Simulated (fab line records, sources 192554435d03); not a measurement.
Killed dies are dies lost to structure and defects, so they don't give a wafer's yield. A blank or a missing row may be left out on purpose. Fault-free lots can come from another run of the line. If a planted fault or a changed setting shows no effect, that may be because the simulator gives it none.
8D (eight disciplines) problem report, filled in by code / flow n5_finfet / the parts of the form that need people (team, actions taken, sign-off) are left out

1. PROBLEM STATEMENT
killed_at_M4_up at N5_PASSIVATION_PROBE_49 reads a mean of 54 on 2 wafers of 2 lots; wafers without a fault read 14 with a standard deviation of 5.6. That puts it +7.2 standard deviations away from the usual mean.
Earliest sighting: wafer L884.6 on prober-02 at day 14 13:47. At this step, 5 wafers from 2 lots have a number in the record. Rule for "out" (also "out of limits"): further than 4 standard deviations from the usual mean. All remaining wafers that have a number are taken as sound.

2. WHAT IT IS; WHAT IT IS NOT
question=which readings at this step | is=killed_at_M4_up | is not=killed_at_M0_to_M3, killed_at_contacts, killed_at_front_end, killed_at_other, killed_open, killed_short, sort_bin_4_leakage, sort_bin_6_memory
question=which lots | is=L884, L885 | is not=-
question=which wafers of those lots | is=L884.6, L885.6 | is not=L884.2, L884.3, L885.5
question=read on which tools | is=prober-02 | is not=-
question=when | is=from day 14 13:47 | is not=up to then (2 sound wafers); but 1 sound wafer of L885 came after

3. WHAT RULES OUT EACH SUSPECT
Counting: a tool at a process step up to the reading stays a suspect if it ran every lot that is out. Sound lots after the first of them don't rule it out here, since some wafers of a struck lot are sound.
- pvd_sputter-03 at N5_BEOL_M6_HM_DEP_02 (deposits TiN, target thk 20 nm): kept. It ran every lot that is out, first L884 (day 10 15:54).
- pecvd-03 at N5_PASSIVATION_PECVD_55 (deposits SiO2 from SiH4/N2O, target thk 400 nm, time 22.5 s): kept. It ran every lot that is out, first L884 (day 14 05:59).
- pecvd-03 at N5_PASSIVATION_PECVD_01 (deposits SiNx from SiH4/NH3/N2, target thk 200 nm, time 43.2 s): kept. It ran every lot that is out, first L884 (day 14 06:01).
- prober-02 at N5_PASSIVATION_PROBE_49: kept. It ran every lot that is out, first L884 (day 14 13:35). On those wafers its own readings are out: killed_at_M4_up.
Left after counting: pvd_sputter-03 at N5_BEOL_M6_HM_DEP_02, pecvd-03 at N5_PASSIVATION_PECVD_55, pecvd-03 at N5_PASSIVATION_PECVD_01, prober-02 at N5_PASSIVATION_PROBE_49.

4. THE CAUSE (what the simulator had put in)
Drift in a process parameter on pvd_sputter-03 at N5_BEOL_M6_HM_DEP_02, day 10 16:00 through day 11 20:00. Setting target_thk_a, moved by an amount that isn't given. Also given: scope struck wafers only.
After counting, 4 suspects remain, this tool included.

5. THE CHAIN OF EFFECTS, in route order
Rows list readings where the struck wafers' mean (over those with a number) sits beyond 3 standard deviations from the usual. Readings are gone through only where the record gives a usual standard deviation; hours: the median, over the lots, of the time from a lot's start at the first step in this table giving one to that lot's start at this step; sigmas: the change measured in usual standard deviations.
hours=0; step=N5_PASSIVATION_PROBE_49; reading=killed_at_M4_up; usual=14; on struck wafers=54; change=+40; sigmas=+7.2
hours=0; step=N5_PASSIVATION_PROBE_49; reading=sort_bin_5_function; usual=5.1 %; on struck wafers=7.8; change=+2.8; sigmas=+3.1
Process steps it contains:
- N5_PASSIVATION_PROBE_49

6. WHAT WOULD HAVE CAUGHT IT SOONER
94 hours passed between the start of the fault at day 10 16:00 and the first reading out of limits in this record, taken at day 14 13:47.
No tool reading at N5_BEOL_M6_HM_DEP_02 that has a usual standard deviation in the record was out on any struck wafer, so an alarm limit of 4 standard deviations on those readings would not have fired.
All the lots that are out (2) had begun N5_BEOL_M6_HM_DEP_02 on pvd_sputter-03 by day 14 13:47. None of them would have been spared by holding the tool at that moment.
